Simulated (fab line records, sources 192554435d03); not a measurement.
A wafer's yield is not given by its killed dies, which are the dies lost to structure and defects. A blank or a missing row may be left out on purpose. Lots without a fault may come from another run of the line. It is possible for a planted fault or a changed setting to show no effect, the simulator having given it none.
Chamber matching    flow n5_finfet    3 sister chambers for N5_BEOL_M1_DEP_57 on pecvd-02
The step deposits SiCN from 3MS/NH3, target thk 8 nm, time 14 s. 3 wafers are shown with their chamber, then 8 later ones without.

## EACH WAFER AND ITS CHAMBER
wafer   chamber  showerhead_plenum_p_Torr (Torr)
L095.1  2        3.678
L095.5  1        3.659
L092.4  0        3.670

## WAFERS WITHOUT THEIR CHAMBER
wafer   showerhead_plenum_p_Torr (Torr)
L092.5  3.679
L092.6  3.663
L096.1  3.679
L096.5  3.652
L096.6  3.670
L097.1  3.670
L097.3  3.661
L097.5  3.670

## CHAMBER TAKEN BY EACH
wafer    from the rows above       in truth
L092.5   2                         2
L092.6   can't be placed: 1 or 0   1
L096.1   2                         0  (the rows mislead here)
L096.5   1                         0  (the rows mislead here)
L096.6   0                         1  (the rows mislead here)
L097.1   0                         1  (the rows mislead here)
L097.3   1                         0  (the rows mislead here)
L097.5   0                         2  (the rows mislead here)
Correctly placed: 1 of 8. These rows do not allow placing 1 (true chamber among the candidates in 1). Number placed wrongly: 6.
How it was worked out, from the rows above alone: a wafer's distance from a chamber is the root of the sum, over the readings, of the square of ((its reading less the chamber's mean) divided by the reading's scatter). If the next closest chamber is less than 2 further off than the closest, the wafer can't be placed; otherwise it belongs to the closest. Each chamber's mean is taken over the wafers shown for it. The scatter: with one shown wafer a chamber, the root of the mean of the squares of how far each hidden wafer lies from its nearest shown one.
